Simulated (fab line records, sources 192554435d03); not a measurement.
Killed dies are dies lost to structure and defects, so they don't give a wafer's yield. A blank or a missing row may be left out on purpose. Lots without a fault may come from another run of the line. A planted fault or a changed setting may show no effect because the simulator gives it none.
One fault seen from 3 desks | flow n5_finfet | each desk has only its own numbers; what lay behind them comes last

THE DEFECT DESK
What the inspections along the route counted, lot by lot: means of the sampled wafers that have a number. A lot is out of limits, marked OUT, if its mean lies more than 4 standard deviations from the usual mean; the brackets give that distance.
Columns: A = raw_defect_count at N5_BEOL_M11_INSPECT_30, usual 420
lot  | first seen here | A
L813 | day 11 05:53    | 366
L814 | day 11 16:55    | 516
L815 | day 12 02:58    | 468
L817 | day 12 17:23    | 410
L819 | day 13 13:49    | 335
L818 | day 14 00:21    | 468
L821 | day 14 03:40    | 438
L823 | day 14 13:26    | 502
L820 | day 14 17:25    | 485
L832 | day 16 14:31    | 428
L831 | day 16 21:07    | 439
L833 | day 17 01:52    | 405
This desk's finding: nothing out of limits on any of the 12 lots.

THE TOOL OWNER'S DESK: uv_cure-01
The tool's own readings at N5_BEOL_M11_CURE_72 (cures SiCOH lowk, time 120 s): means of the sampled wafers that have a number, for each lot that ran on this tool. A lot is out of limits, marked OUT, if its mean lies more than 4 standard deviations from the usual mean; the brackets give that distance.
Columns: A = lamp_power_pct at N5_BEOL_M11_CURE_72, usual 52.31 %; B = run_length_s at N5_BEOL_M11_CURE_72, usual 177.9 s; C = wafer_temp_C_max at N5_BEOL_M11_CURE_72, usual 371.8
lot  | first seen here | A     | B                | C
L813 | day 11 06:43    | 52.30 | 178.2            | 373.0
L815 | day 12 03:42    | 52.29 | 177.1            | 370.8
L819 | day 13 14:35    | 52.35 | 178.3            | 372.8
L823 | day 14 14:18    | 52.31 | 185.2 (+12) OUT  | 373.2
L820 | day 14 18:20    | 52.31 | 181.6 (+5.9) OUT | 372.4
This desk's finding: out of limits on L820, L823; first on L823, day 14 14:18 (run_length_s at N5_BEOL_M11_CURE_72). In limits: L813, L815, L819.

THE METROLOGY DESK
What the gauges read, lot by lot, whatever tool the lot ran on: means of the sampled wafers that have a number. A lot is out of limits, marked OUT, if its mean lies more than 4 standard deviations from the usual mean; the brackets give that distance.
Columns: A = cd_nm at N5_BEOL_M11_CD_MEAS_35, usual 70.3 nm
lot  | first seen here | A
L813 | day 11 06:35    | 70.3
L814 | day 11 17:36    | 70.1
L815 | day 12 03:39    | 71.0
L817 | day 12 18:10    | 70.5
L819 | day 13 14:33    | 71.2
L818 | day 14 01:02    | 70.5
L821 | day 14 04:21    | 69.8
L823 | day 14 14:07    | 69.9
L820 | day 14 18:07    | 69.0
L832 | day 16 15:23    | 70.4
L831 | day 16 22:02    | 70.1
L833 | day 17 02:32    | 69.8
This desk's finding: nothing out of limits on any of the 12 lots.

PUT TOGETHER
The tool owner's desk could have raised an alarm at day 14 14:18, on L820, L823.
The defect desk saw nothing out of limits.
The metrology desk saw nothing out of limits.
The defect desk has L820, L823 on record, within its limits.
The metrology desk has L820, L823 on record, within its limits.
Of the lots named, all ran N5_BEOL_M11_CURE_72 on uv_cure-01.

WHAT THE SIMULATOR HAD PUT IN
Process parameter drift: uv_cure-01, from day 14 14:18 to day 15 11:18, at N5_BEOL_M11_CURE_72. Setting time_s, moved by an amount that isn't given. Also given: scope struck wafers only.
Lots struck among those shown: L820, L823.
Hours from the fault's start to each desk's first reading out of limits: the tool owner's desk, 0.
